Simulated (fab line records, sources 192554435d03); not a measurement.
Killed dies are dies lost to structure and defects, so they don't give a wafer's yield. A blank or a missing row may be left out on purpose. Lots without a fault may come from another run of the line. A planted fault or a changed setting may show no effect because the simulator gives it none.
fab line records | flow n5_finfet
record lots=7 wafers=21
route steps=1938 shown BEOL_M4@1037 BEOL_M5@1119 BEOL_M6@1233 BEOL_M8@1398 BEOL_M9@1401
start_h: hours from the record's first day to the start of the lot's first wafer shown | wait_h: hours since the lot's step before | " the same as in the row above | L1.1+2: a row that stands for several wafers | - no value, or no start given | * or withheld: withheld | < > ~ a bound
route shown NAME@n: a module of which the file shows steps, and the number in the route of the first | usual: mean/standard deviation of fault-free wafers | same: alike in all rows | chamber/n: place in a boat | sites: the reading at each site | _std_site: their standard deviation | _edge_site: outer sites' mean less inner sites' | radius_mm: how far each site lies from the wafer's centre | mask NAME#n: copy n | behind: the tool/chamber that last shaped the wafer | hold: why the lot was held/for how many hours/how that ended | device: the transistor (n, p or np) that didn't switch | end of line: the same wafers' tests at the end of the route | a step without rows: its recipe alone | killed: dies lost to structure and defects at the first sort, not the wafer's yield | map: a wafer's dies, x killed, . not, _ none there
set.NAME: the setting as run; set.NAME@STEP: as run at that earlier step | model.NAME: the simulator's own value behind a step, which no gauge read
lots whose settings were changed on purpose; a table a step, a row a wafer
## steps
# step N5_BEOL_M4_DESCUM_16
# recipe chemistry=O2 time_s=7 source_power_w=50 bias_power_w=20 pressure_mtorr=20 rf_frequency_hz=2.712e+07 temp_c=40 resist=CAR-EUV o2_flow_sccm=225
# columns lot.wafer tool chamber start_h wait_h set.time_s model.CAR-EUV_of_BEOL_M4_COAT_05.thk_nm
L079.2+3 rie_diel-01 3,0 190.96 1.1 7 26
L079.4 " 1 " " 7 26.2
L081.3+6 rie_diel-05 2 214.55 0.1 7 26
L081.5 " 3 " " 6.392 26.4
L085.1 rie_diel-03 2 238.65 0.1 7 26
L085.4 " 0 " " 7 25.8
L085.6 " 3 " " 8.269 25.2
L088.2 rie_diel-03 0 247.26 0.0 7 26.2
L088.3 " 1 " " 7.852 25.6
L088.4 " 2 " " 7 26
L089.2+5+6 rie_diel-01 2,3,2 251.63 0.5 7 26
L094.2+3 rie_diel-03 3,2 288.65 0.1 7 26
L094.4 " 0 " " 7 26.2
L096.1+4 rie_diel-05 1,0 309.48 0.0 7 26
L096.2 " 3 " " 5.453 26.6
# step N5_BEOL_M4_ETCH_74
# recipe chemistry=N2/H2 target=underlayer target_depth_a=65 mask_material=CAR-EUV time_s=5.2 ion_energy_ev=200 pressure_mtorr=30 source_w=840 bias_w=150 n2_flow_sccm=200 h2_flow_sccm=200 ends=cleared
# columns lot.wafer tool chamber start_h wait_h set.time_s@BEOL_M4_DESCUM_16 model.CAR-EUV_of_BEOL_M4_COAT_05.thk_nm
L079.2+4 rie_diel-01 3,1 191.00 0.0 7 20.4
L079.3 " 0 " " 7 20.2
L081.3 rie_diel-05 2 214.58 0.0 7 20.4
L081.5 " 3 " " 6.392 20.6
L081.6 " 2 " " 7 20.2
L085.1+4 rie_diel-03 2,0 238.69 0.0 7 20.2
L085.6 " 3 " " 8.269 19.4
L088.2+4 rie_diel-03 0,2 247.30 0.0 7 20.4
L088.3 " 1 " " 7.852 20
L089.2+6 rie_diel-01 2 251.66 0.0 7 20.4
L089.5 " 3 " " 7 20.2
L094.2+3 rie_diel-03 3,2 288.68 0.0 7 20.4
L094.4 " 0 " " 7 20.6
L096.1+4 rie_diel-05 1,0 309.51 0.0 7 20.2
L096.2 " 3 " " 5.453 21
# step N5_BEOL_M4_ETCH_63
# recipe chemistry=CF4 target=SiARC target_depth_a=156 mask_material=CAR-EUV time_s=26 ion_energy_ev=80 pressure_mtorr=40 source_w=545 bias_w=36 Ar_flow_sccm=100 cf4_flow_sccm=100 ends=cleared
# columns lot.wafer tool chamber start_h wait_h set.spin_rpm@BEOL_M4_COAT_62 model.etch.depth_nm
L079.2 rie_diel-01 3 191.01 0.0 1500 11.98
L079.3+4 " 0,1 " " 1500 12.01
L081.3 rie_diel-05 2 214.60 0.0 1500 11.99
L081.5 " 3 " " 1500 12.02
L081.6 " 2 " " 1500 12.03
L085.1 rie_diel-03 2 238.70 0.0 1599 11.66
L085.4 " 0 " " 1599 11.62
L085.6 " 3 " " 1599 11.67
L088.2 rie_diel-03 0 247.31 0.0 1500 12
L088.3 " 1 " " 1500 11.99
L088.4 " 2 " " 1340 12.75
L089.2 rie_diel-01 2 251.68 0.0 1500 12.08
L089.5 " 3 " " 1500 12.06
L089.6 " 2 " " 1341 12.74
L094.2 rie_diel-03 3 288.70 0.0 1500 12.01
L094.3+4 " 2,0 " " 1500 12.03
L096.1+2 rie_diel-05 1,3 309.53 0.0 1500 11.96
L096.4 " 0 " " 1500 11.95
# step N5_BEOL_M4_VIA_ETCH_34
# recipe chemistry=C4F6/O2 target_depth_a=694 mask_material=SOC pressure_mtorr=15 ion_energy_ev=250 taper_deg=4 time_s=65.9 source_w=350 bias_w=170 Ar_flow_sccm=300 C4F6_flow_sccm=10 O2_flow_sccm=10
# usual rf_vpp_V=665/11
# columns lot.wafer tool chamber start_h wait_h set.source_w rf_vpp_V
L079.2 rie_diel-03 0 199.69 0.0 350 680
L079.3 " 1 " " 350 669
L079.4 " 3 " " 350 655
L081.3 rie_diel-01 3 221.88 0.0 350 655
L081.5 " 3 " " 350 657
L081.6 " 2 " " 306.8 722
L085.1 rie_diel-01 2 246.55 0.0 350 675
L085.4 " 0 " " 350 662
L085.6 " 0 " " 350 661
L088.2 rie_diel-01 2 250.83 0.0 297 731
L088.3 " 3 " " 297 712
L088.4 " 0 " " 350 660
L089.2 rie_diel-05 2 254.62 0.0 350 666
L089.5 " 1 " " 373.3 639
L089.6 " 2 " " 350 666
L094.2 rie_diel-03 3 297.04 0.0 350 654
L094.3 " 1 " " 350 681
L094.4 " 1 " " 333.9 696
L096.1 rie_diel-05 0 320.67 0.0 350 661
L096.2 " 3 " " 350 663
L096.4 " 2 " " 393.5 629
# step N5_BEOL_M5_COAT_71
# recipe resist=underlayer temp_c=205 time_s=60 spin_rpm=1500 resist_thk_nm=5
# columns lot.wafer tool chamber start_h wait_h set.spin_rpm
L079.2+3+4 litho_track-01 0 - - 1500
L081.3 litho_track-03 0 - - 1500
L081.5+6 " 0 " " 1603
L085.1+4 litho_track-03 0 - - 1500
L085.6 " 0 " " 1642
L088.2+4 litho_track-01 0 - - 1500
L088.3 " 0 " " 1361
L089.2 litho_track-01 0 - - 1500
L089.5+6 " 0 " " 1560
L094.2+3+4 litho_track-03 0 - - 1594
L096.1 litho_track-01 0 - - 1443
L096.2+4 " 0 " " 1500
# step N5_BEOL_M5_COAT_05
# recipe resist=CAR-EUV spin_rpm=1500 resist_thk_nm=30
# step N5_BEOL_M5_EBR_07
# recipe solvent=PGMEA ebr_width_mm=1.5
# step N5_BEOL_M5_DESCUM_16
# recipe chemistry=O2 time_s=7 source_power_w=50 bias_power_w=20 pressure_mtorr=20 rf_frequency_hz=2.712e+07 temp_c=40 resist=CAR-EUV o2_flow_sccm=225
# step N5_BEOL_M5_ETCH_72
# recipe chemistry=N2/H2 target=underlayer target_depth_a=65 mask_material=CAR-EUV time_s=5.2 ion_energy_ev=200 pressure_mtorr=30 source_w=840 bias_w=150 n2_flow_sccm=200 h2_flow_sccm=200 ends=cleared
# columns lot.wafer tool chamber start_h wait_h set.spin_rpm@BEOL_M5_COAT_71 model.etch.depth_nm
L079.2+3 rie_diel-04 3,0 209.45 0.0 1500 4.993
L079.4 " 1 " " 1500 5.003
L081.3 rie_diel-02 0 229.76 0.0 1500 5.005
L081.5 " 2 " " 1603 4.844
L081.6 " 3 " " 1603 4.834
L085.1 rie_diel-06 3 254.90 0.0 1500 5.007
L085.4 " 0 " " 1500 5.008
L085.6 " 3 " " 1642 4.786
L088.2 rie_diel-06 3 258.74 0.0 1500 4.995
L088.3 " 2 " " 1361 5.25
L088.4 " 0 " " 1500 5.007
L089.2 rie_diel-02 1 265.98 0.0 1500 5.019
L089.5+6 " 1,0 " " 1560 4.92
L094.2 rie_diel-04 3 307.49 0.0 1594 4.846
L094.3 " 2 " " 1594 4.863
L094.4 " 0 " " 1594 4.851
L096.1 rie_diel-02 2 331.76 0.0 1443 5.086
L096.2 " 0 " " 1500 5.002
L096.4 " 3 " " 1500 4.998
# step N5_BEOL_M6_ETCH_66
# recipe chemistry=N2/H2 target=SOC target_depth_a=800 overetch_a=160 mask_material=SiARC temp_c=40 time_s=120 ion_energy_ev=200 pressure_mtorr=30 source_w=840 bias_w=150 n2_flow_sccm=200 h2_flow_sccm=200
# usual rf_vpp_V=523.9/2.5
# columns lot.wafer tool chamber start_h wait_h set.bias_w rf_vpp_V
L079.2 rie_diel-05 3 223.35 0.0 150 522.9
L079.3 " 2 " " 150 522.3
L079.4 " 0 " " 150 524.4
L081.3 rie_diel-03 0 245.97 0.0 150 527.2
L081.5 " 2 " " 150 520.1
L081.6 " 1 " " 130 474.8
L085.1 rie_diel-01 0 271.81 0.0 124.6 466.0
L085.4 " 3 " " 150 528.2
L085.6 " 3 " " 124.6 470.9
L088.2 rie_diel-05 0 275.27 0.0 150 522.5
L088.3 " 1 " " 150 525.1
L088.4 " 2 " " 150 521.3
L089.2 rie_diel-05 3 284.49 0.0 171.5 567.8
L089.5 " 0 " " 171.5 570.1
L089.6 " 2 " " 150 522.8
L094.2 rie_diel-05 3 319.38 0.0 130.4 478.1
L094.3 " 2 " " 150 522.8
L094.4 " 2 " " 150 521.6
L096.1 rie_diel-05 3 347.20 0.0 150 522.4
L096.2 " 1 " " 159.4 544.3
L096.4 " 0 " " 159.4 542.7
# step N5_BEOL_M6_TRENCH_ETCH_37
# recipe chemistry=C4F6/O2 target_depth_a=944.35 target=SiCOH_lowk time_s=31.5 ion_energy_ev=250 pressure_mtorr=30 source_w=345 bias_w=185 Ar_flow_sccm=300 C4F6_flow_sccm=10 O2_flow_sccm=10
# columns lot.wafer tool chamber start_h wait_h set.time_s model.etch.depth_nm model.BEOL_M6.feature_depth_nm
L079.2 rie_diel-05 3 - - 31.5 98.83 98.8
L079.3 " 2 " " 31.5 98.72 98.8
L079.4 " 0 " " 31.5 95.4 95.4
L081.3 rie_diel-03 0 - - 31.5 96.37 96.4
L081.5 " 2 " " 31.5 95.52 95.6
L081.6 " 1 " " 31.5 95.95 96
L085.1 rie_diel-01 0 - - 33.54 101.6 101.6
L085.4 " 3 " " 33.54 100.6 100.6
L085.6 " 3 " " 31.5 94.85 94.8
L088.2 rie_diel-05 0 - - 31.5 96.58 96.6
L088.3 " 1 " " 31.5 95.97 96
L088.4 " 2 " " 31.5 98.16 98.2
L089.2 rie_diel-05 3 - - 31.5 99.67 99.6
L089.5 " 0 " " 27.19 83.6 83.6
L089.6 " 2 " " 31.5 98.85 98.8
L094.2 rie_diel-05 3 - - 31.5 98.52 98.6
L094.3 " 2 " " 31.5 97.3 97.2
L094.4 " 2 " " 26.97 82.72 82.8
L096.1 rie_diel-05 3 - - 31.5 99.21 99.2
L096.2 " 1 " " 31.5 95.95 96
L096.4 " 0 " " 31.5 95.58 95.6
# step N5_BEOL_M6_ETCH_41
# recipe chemistry=CH3F/O2 target=SiCN target_depth_a=297 taper_deg=2 time_s=52 ion_energy_ev=120 mask_material=TiN pressure_mtorr=30 source_w=395 bias_w=75 Ar_flow_sccm=150 CH3F_flow_sccm=30 O2_flow_sccm=20
# step N5_BEOL_M6_STRIP_80
# recipe chemistry=N2/H2 time_s=10 power_w=450 temp_c=40 pressure_mtorr=20 rf_frequency_hz=6e+07 bias_power_w=7 n2_flow_sccm=200 h2_flow_sccm=200
# step N5_BEOL_M6_OCD_MEAS_38
# usual trench_depth_nm=96.2/2.1
# columns lot.wafer tool chamber start_h wait_h set.time_s@BEOL_M6_TRENCH_ETCH_37 trench_depth_nm
L079.2 ocd-02 - 223.70 - 31.5 98.3
L079.3 " - " " 31.5 98.3
L079.4 " - " " 31.5 95.3
L081.3 ocd-01 - 246.32 - 31.5 96.1
L081.5 " - " " 31.5 96.4
L081.6 " - " " 31.5 96.2
L085.1 ocd-01 - 272.16 - 33.54 101.5
L085.4 " - " " 33.54 100.5
L085.6 " - " " 31.5 95.2
L088.2 ocd-02 - 275.62 - 31.5 96.9
L088.3 " - " " 31.5 95.8
L088.4 " - " " 31.5 97.6
L089.2 ocd-01 - 284.84 - 31.5 99.6
L089.5 " - " " 27.19 83.2
L089.6 " - " " 31.5 99.1
L094.2 ocd-02 - 319.73 - 31.5 98.5
L094.3 " - " " 31.5 97.4
L094.4 " - " " 26.97 83.3
L096.1 ocd-01 - 347.55 - 31.5 99.2
L096.2 " - " " 31.5 96.2
L096.4 " - " " 31.5 96.1
# step N5_BEOL_M6_HM_STRIP_39
# recipe chemistry=peroxide_tin_strip material=TiN target_depth_a=250 temp_c=50 time_s=158
# step N5_BEOL_M6_SRD_40
# recipe time_s=30 temp_c=23 rinse_liquid=diw dry=ipa_marangoni
# step N5_BEOL_M6_ECD_50
# recipe material=Cu target_thk_a=3000
# step N5_BEOL_M6_ANNEAL_51
# recipe temp_c=225 time_s=90 ambient=N2
# step N5_BEOL_M6_CMP_52
# recipe stop_on=SiCOH_lowk t_overpolish_s=6.9 down_force_psi=1 platen_rpm=50 clearing_platen_down_force_psi=1.5 clearing_platen_rpm=50 post_cmp_clean=cu_alkaline target_thk_nm=80 clearing_platen_pad_velocity_m_s=0.99484 pad_velocity_m_s=0.99484
# columns lot.wafer tool chamber start_h wait_h set.time_s@BEOL_M6_TRENCH_ETCH_37 model.Cu_of_BEOL_M6_ECD_50.thk_nm
L079.4 cmp-02 3 226.02 0.1 31.5 82.4
L079.2 " 0 " " 31.5 85.2
L079.3 " 1 " " 31.5 85.6
L081.3 cmp-01 0 248.39 0.3 31.5 81.6
L081.6 " 1 " " 31.5 80.6
L081.5 " 2 " " 31.5 79.6
L085.1 cmp-01 0 274.69 0.3 33.54 87
L085.4 " 1 " " 33.54 85.4
L085.6 " 3 " " 31.5 79.6
L088.2 cmp-03 1 279.81 0.2 31.5 81.4
L088.4 " 3 " " 31.5 80.8
L088.3 " 0 " " 31.5 77.8
L089.2 cmp-01 2 287.00 0.3 31.5 83.6
L089.5 " 3 " " 27.19 68.4
L089.6 " 0 " " 31.5 83.8
L094.2 cmp-02 1 322.02 0.2 31.5 83.8
L094.4 " 2 " " 26.97 66
L094.3 " 0 " " 31.5 81.8
L096.1 cmp-02 2 349.75 0.3 31.5 85.6
L096.2 " 3 " " 31.5 81.6
L096.4 " 0 " " 31.5 81.4
# step N5_BEOL_M6_THK_MEAS_53
# recipe thk_meas_gauge=xrf reads=Cu_of_BEOL_M6_ECD_50
# usual M6_THK=80.7/2.3
# columns lot.wafer tool chamber start_h wait_h set.time_s@BEOL_M6_TRENCH_ETCH_37 M6_THK[nm]
L079.2 film_metro-01 - 226.32 - 31.5 83.8
L079.3 " - " " 31.5 84.5
L079.4 " - " " 31.5 80.9
L081.3 film_metro-01 - 248.57 - 31.5 80.7
L081.5 " - " " 31.5 78.8
L081.6 " - " " 31.5 80.0
L085.1 film_metro-02 - 274.91 - 33.54 87.0
L085.4 " - " " 33.54 85.6
L085.6 " - " " 31.5 79.4
L088.2 film_metro-01 - 280.10 - 31.5 80.0
L088.3 " - " " 31.5 76.9
L088.4 " - " " 31.5 79.6
L089.2 film_metro-01 - 287.18 - 31.5 82.7
L089.5 " - " " 27.19 68.1
L089.6 " - " " 31.5 83.0
L094.2 film_metro-01 - 322.32 - 31.5 83.7
L094.3 " - " " 31.5 81.2
L094.4 " - " " 26.97 65.4
L096.1 film_metro-01 - 350.04 - 31.5 84.2
L096.2 " - " " 31.5 80.5
L096.4 " - " " 31.5 80.5
# step N5_BEOL_M6_PRE_CLEAN_55
# recipe gas=NH3 time_s=15 temp_c=withheld rf_power_w=300
# step N5_BEOL_M6_DEP_56
# recipe material=SiCN target_thk_a=100 temp_c=withheld precursor=3MS/NH3 pressure_torr=3 rf_w=202 time_s=17.5
# step N5_BEOL_M6_RS_MEAS_57
# recipe thk_meas_gauge=four-point-probe reads=Cu_of_BEOL_M6_ECD_50+Co_of_BEOL_M6_CVD_78+TaN_of_BEOL_M6_ALD_77
# usual M6_RS=0.281/0.01
# columns lot.wafer tool chamber start_h wait_h set.time_s@BEOL_M6_TRENCH_ETCH_37 M6_RS[ohm/sq]
L079.2 film_metro-02 - 226.45 0.1 31.5 0.266
L079.3 " - " " 31.5 0.264
L079.4 " - " " 31.5 0.276
L081.3 film_metro-01 - 248.70 0.1 31.5 0.280
L081.5 " - " " 31.5 0.288
L081.6 " - " " 31.5 0.283
L085.1 film_metro-02 - 275.04 0.1 33.54 0.259
L085.4 " - " " 33.54 0.265
L085.6 " - " " 31.5 0.287
L088.2 film_metro-02 - 280.23 0.1 31.5 0.280
L088.3 " - " " 31.5 0.295
L088.4 " - " " 31.5 0.282
L089.2 film_metro-01 - 287.31 0.1 31.5 0.272
L089.5 " - " " 27.19 0.344
L089.6 " - " " 31.5 0.271
L094.2 film_metro-01 - 322.45 0.1 31.5 0.271
L094.3 " - " " 31.5 0.278
L094.4 " - " " 26.97 0.360
L096.1 film_metro-01 - 350.17 0.1 31.5 0.264
L096.2 " - " " 31.5 0.280
L096.4 " - " " 31.5 0.282
# step N5_BEOL_M8_DEP_56
# recipe material=SiCN target_thk_a=100 temp_c=withheld precursor=3MS/NH3 pressure_torr=3 rf_w=202 time_s=17.5
# columns lot.wafer tool chamber start_h wait_h set.time_s model.SiCN_of_BEOL_M8_DEP_56.thk_nm
L079.2+3+4 pecvd-01 0,2,2 247.19 0.0 17.5 9.8
L081.3 pecvd-02 2 269.82 0.0 19.5 10.8
L081.5 " 2 " " 17.5 10.2
L081.6 " 1 " " 19.5 11.4
L085.1 pecvd-02 2 297.36 0.0 19.85 11.2
L085.4+6 " 2,0 " " 19.85 11.4
L088.2 pecvd-01 2 298.37 0.0 17.5 9.6
L088.3+4 " 0,2 " " 17.5 9.8
L089.2 pecvd-01 2 303.55 0.0 17.5 10
L089.5 " 1 " " 16.27 9.4
L089.6 " 0 " " 16.27 9.2
L094.2 pecvd-02 1 338.55 0.0 16.52 9.2
L094.3 " 0 " " 17.5 10
L094.4 " 0 " " 17.5 10.2
L096.1 pecvd-01 1 369.78 0.0 17.5 9.8
L096.2 " 0 " " 19.1 10.6
L096.4 " 1 " " 17.5 10
# step N5_BEOL_M9_ILD_DEP_00
# recipe material=SiCOH_lowk target_thk_a=3085.1 temp_c=300 precursor=DEMS/porogen pressure_torr=5 rf_w=500 time_s=58
# columns lot.wafer tool chamber start_h wait_h set.time_s model.SiCOH_lowk_of_BEOL_M9_ILD_DEP_00.thk_nm
L079.2 pecvd-01 1 247.33 0.0 58 299.2
L079.3 " 2 " " 58 300.2
L079.4 " 2 " " 58 303.4
L081.3 pecvd-04 0 269.95 0.0 50.91 271.8
L081.5 " 1 " " 58 314.6
L081.6 " 2 " " 58 311.4
L085.1 pecvd-01 0 297.50 0.0 58 305.2
L085.4 " 1 " " 58 305.4
L085.6 " 2 " " 58 309.4
L088.2 pecvd-01 2 298.50 0.0 58 307
L088.3 " 1 " " 58 304.6
L088.4 " 1 " " 58 307.2
L089.2 pecvd-04 1 303.68 0.0 58 306.4
L089.5 " 2 " " 58 310.4
L089.6 " 1 " " 58 309
L094.2 pecvd-01 1 338.98 0.1 58 303
L094.3 " 2 " " 58 306.6
L094.4 " 1 " " 65.14 349.8
L096.1 pecvd-03 0 369.92 0.0 58 306.2
L096.2 " 1 " " 58 301.2
L096.4 " 1 " " 58 309.4
# step N5_BEOL_M9_CURE_71
# recipe temp_c=385 time_s=240 ambient=He/Ar material=SiCOH_lowk
# columns lot.wafer tool chamber start_h wait_h set.time_s@BEOL_M9_ILD_DEP_00 model.SiCOH_lowk_of_BEOL_M9_ILD_DEP_00.thk_nm
L079.2 uv_cure-03 2 247.48 0.1 58 259.8
L079.3 " 2 " " 58 260.6
L079.4 " 2 " " 58 263.6
L081.3 uv_cure-03 1 270.19 0.2 50.91 235.6
L081.5 " 1 " " 58 273.4
L081.6 " 1 " " 58 270.6
L085.1+4 uv_cure-01 2 297.58 0.0 58 265.2
L085.6 " 2 " " 58 268.8
L088.2+4 uv_cure-03 0 298.66 0.1 58 266.8
L088.3 " 0 " " 58 264.6
L089.2 uv_cure-03 0 303.84 0.1 58 266
L089.5 " 0 " " 58 269.8
L089.6 " 0 " " 58 268.4
L094.2 uv_cure-01 2 339.14 0.1 58 263.2
L094.3 " 2 " " 58 266.2
L094.4 " 2 " " 65.14 304.4
L096.1 uv_cure-03 0 369.99 0.0 58 266
L096.2 " 0 " " 58 261.6
L096.4 " 0 " " 58 268.8
# step N5_BEOL_M9_THK_MEAS_01
# recipe reads=SiCOH_lowk_of_BEOL_M9_ILD_DEP_00
# usual M9_ILD_THK=267/3.7
# columns lot.wafer tool chamber start_h wait_h set.time_s@BEOL_M9_ILD_DEP_00 M9_ILD_THK[nm]
L079.2 film_metro-02 - 247.92 0.4 58 260
L079.3 " - " " 58 261
L079.4 " - " " 58 263
L081.3 film_metro-02 - 270.54 0.3 50.91 235
L081.5 " - " " 58 273
L081.6 " - " " 58 271
L085.1 film_metro-01 - 298.09 0.4 58 265
L085.4 " - " " 58 265
L085.6 " - " " 58 269
L088.2 film_metro-02 - 299.09 0.4 58 267
L088.3 " - " " 58 265
L088.4 " - " " 58 267
L089.2 film_metro-01 - 304.27 0.4 58 266
L089.5 " - " " 58 270
L089.6 " - " " 58 268
L094.2 film_metro-02 - 339.57 0.4 58 263
L094.3 " - " " 58 266
L094.4 " - " " 65.14 305
L096.1 film_metro-01 - 370.51 0.4 58 266
L096.2 " - " " 58 262
L096.4 " - " " 58 269
## key
split step=N5_BEOL_M4_DESCUM_16 setting=time_s stated=7 by=wafer
response step=N5_BEOL_M4_DESCUM_16 reading=model.CAR-EUV_of_BEOL_M4_COAT_05.thk_nm change=-0.0341 per=1% r=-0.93
response step=N5_BEOL_M4_ETCH_74 reading=model.CAR-EUV_of_BEOL_M4_COAT_05.thk_nm change=-0.0381 per=1% r=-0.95
split step=N5_BEOL_M4_VIA_ETCH_34 setting=source_w stated=350 by=wafer
response step=N5_BEOL_M4_VIA_ETCH_34 reading=rf_vpp_V change=-4.06 per=1% r=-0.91
split step=N5_BEOL_M5_COAT_71 setting=spin_rpm stated=1500 by=wafer
response step=N5_BEOL_M5_ETCH_72 reading=model.etch.depth_nm change=-0.0248 per=1% r=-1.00
split step=N5_BEOL_M6_ETCH_66 setting=bias_w stated=150 by=wafer
response step=N5_BEOL_M6_ETCH_66 reading=rf_vpp_V change=+3.45 per=1% r=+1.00
split step=N5_BEOL_M6_TRENCH_ETCH_37 setting=time_s stated=31.5 by=wafer
response step=N5_BEOL_M6_TRENCH_ETCH_37 reading=model.etch.depth_nm change=+1.09 per=1% r=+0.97
response step=N5_BEOL_M6_TRENCH_ETCH_37 reading=model.BEOL_M6.feature_depth_nm change=+1.08 per=1% r=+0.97
response step=N5_BEOL_M6_OCD_MEAS_38 reading=trench_depth_nm change=+1.07 per=1% r=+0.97
response step=N5_BEOL_M6_CMP_52 reading=model.Cu_of_BEOL_M6_ECD_50.thk_nm change=+1.13 per=1% r=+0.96
response step=N5_BEOL_M6_THK_MEAS_53 reading=M6_THK change=+1.13 per=1% r=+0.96
response step=N5_BEOL_M6_RS_MEAS_57 reading=M6_RS change=-0.00547 per=1% r=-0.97
split step=N5_BEOL_M8_DEP_56 setting=time_s stated=17.5 by=wafer
response step=N5_BEOL_M8_DEP_56 reading=model.SiCN_of_BEOL_M8_DEP_56.thk_nm change=+0.0903 per=1% r=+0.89
split step=N5_BEOL_M9_ILD_DEP_00 setting=time_s stated=58 by=wafer
response step=N5_BEOL_M9_ILD_DEP_00 reading=model.SiCOH_lowk_of_BEOL_M9_ILD_DEP_00.thk_nm change=+3.51 per=1% r=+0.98
response step=N5_BEOL_M9_CURE_71 reading=model.SiCOH_lowk_of_BEOL_M9_ILD_DEP_00.thk_nm change=+3.1 per=1% r=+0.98
response step=N5_BEOL_M9_THK_MEAS_01 reading=M9_ILD_THK change=+3.12 per=1% r=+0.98
split outside_this_file step=N5_BEOL_M4_COAT_62 setting=spin_rpm
# split outside_this_file: this setting was split too, and the file shows its column; the key of that split is in another file
